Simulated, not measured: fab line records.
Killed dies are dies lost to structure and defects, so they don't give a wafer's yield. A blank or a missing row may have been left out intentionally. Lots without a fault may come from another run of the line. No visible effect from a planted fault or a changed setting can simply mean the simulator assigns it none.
Split-lot experiment    flow n5Finfet    on a route of 1938 steps: 7 lots, 21 wafers read

SPLIT DETAILS
At N5_BEOL_M9_EXPOSE_08 (exposes mask M9), the setting doseMj was moved away from the recipe's 53.75 on 9 of the 21 wafers read, by -7.1% to +5.7%. All remaining wafers had this setting at the recipe value.

FROM THE SPLIT TO THE READING: what the file shows between them, 10 steps
- N5_BEOL_M9_PEB_09: peb time 60 s
- N5_BEOL_M9_DEVELOP_10: develop time 30 s
- N5_BEOL_M9_CD_MEAS_11: target cd 64.1 nm
- N5_BEOL_M9_HM_OPEN_17: chemistry Cl2/BCl3, target TiN, target depth 20 nm, overetch 6 nm
- N5_BEOL_M9_STRIP_19: strips in O2
- N5_BEOL_M9_CD_MEAS_18: pitch 140 nm, target cd 70 nm
- N5_BEOL_M9_COAT_63: time 60 s, resist thk 60 nm
- N5_BEOL_M9_COAT_64: time 60 s, resist thk 12 nm
- N5_BEOL_M9_PRECLEAN_42: cleans in residue remover, time 60 s
- N5_BEOL_M9_SRD_43: time 30 s

THE READING
cdNm, in nm, at N5_BEOL_M9_CD_MEAS_35 (target cd 70 nm, target cd y 40 nm). On this fab line, fault-free wafers typically give 69.8 nm with a standard deviation of 0.98 nm.

wafer   tool, chamber at the split  doseMj as run  against the recipe  cdNm, nm  against lot-mates on the recipe
L077.4  arfiScanner-02, 0           53.75          recipe              70.9      -
L077.5  arfiScanner-02, 0           53.75          recipe              70.0      -
L077.6  arfiScanner-02, 0           53.75          recipe              69.9      -
L084.1  arfiScanner-01, 0           53.75          recipe              70.4      -
L084.5  arfiScanner-01, 0           49.91          -7.1%               66.1      -4.1
L084.6  arfiScanner-01, 0           53.75          recipe              69.9      -
L085.1  arfiScanner-01, 0           53.75          recipe              70.1      -
L085.3  arfiScanner-01, 0           53.75          recipe              70.3      -
L085.6  arfiScanner-01, 0           51.2           -4.7%               68.5      -1.7
L087.1  arfiScanner-01, 0           53.75          recipe              69.9      -
L087.3  arfiScanner-01, 0           53.75          recipe              70.5      -
L087.5  arfiScanner-01, 0           50.11          -6.8%               65.3      -4.9
L091.1  arfiScanner-01, 0           51.54          -4.1%               65.9      -3.7
L091.2  arfiScanner-01, 0           51.54          -4.1%               66.7      -2.9
L091.4  arfiScanner-01, 0           53.75          recipe              69.6      -
L093.2  arfiScanner-03, 0           53.75          recipe              70.0      -
L093.3  arfiScanner-03, 0           52.66          -2.0%               69.4      -0.6
L093.4  arfiScanner-03, 0           52.66          -2.0%               69.4      -0.6
L090.1  arfiScanner-02, 0           56.83          +5.7%               74.0      +3.3
L090.2  arfiScanner-02, 0           53.75          recipe              70.7      -
L090.3  arfiScanner-02, 0           56.83          +5.7%               73.8      +3.1

THE FIT
A straight line over all 21 wafers: cdNm changes by +0.652 nm for each +1% of doseMj; r = +0.96; the points scatter about the line by 0.65 nm.
The same after taking each lot's own level away (the mean of its wafers on the recipe; 21 wafers): +0.599 nm for each +1%; r = +0.96; scatter 0.54 nm.
According to that fit, moving doseMj by its largest amount changes the reading by 4.3 nm.
The lots' own levels span 69.60 to 70.70 nm, that is 1.1 times the standard deviation above.
Consequently the slope shifts little with the lot-to-lot level, the two slopes agreeing.
Check: with one of the wafers moved furthest among these (-7.1%) left out of the fit, the line predicts -4.37 nm for it against its lot-mates. It came out at -4.05 nm against them.

ADDITIONAL SPLITS CARRIED BY THESE WAFERS
Other splits were also applied to these wafers ahead of the reading. Each is held against what the fit with the lots' levels taken away leaves over:
other split on the same wafers  wafers away from the commonest value  r with cdNm (lot level and that fit taken away)
N5_BEOL_M7_DESCUM_33 timeS      11                                    -0.01
N5_BEOL_M8_ETCH_65 sourceW      6                                     -0.23
N5_BEOL_M9_ILD_DEP_00 timeS     6                                     +0.25

THE WHOLE CHAIN: every reading that the file lists as answering this split, in the file's order
step                   what it does                        reading  change (the file's fit)                r (the file's)
N5_BEOL_M9_CD_MEAS_11  target cd 64.1 nm                   cdNm     +0.576 nm for each +1% of the setting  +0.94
N5_BEOL_M9_CD_MEAS_18  pitch 140 nm, target cd 70 nm       cdNm     +0.586 nm for each +1% of the setting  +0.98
N5_BEOL_M9_CD_MEAS_35  target cd 70 nm, target cd y 40 nm  cdNm     +0.597 nm for each +1% of the setting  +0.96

THE FILE'S OWN FIT
cdNm changes by +0.597 nm for each +1% of doseMj, r = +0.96.
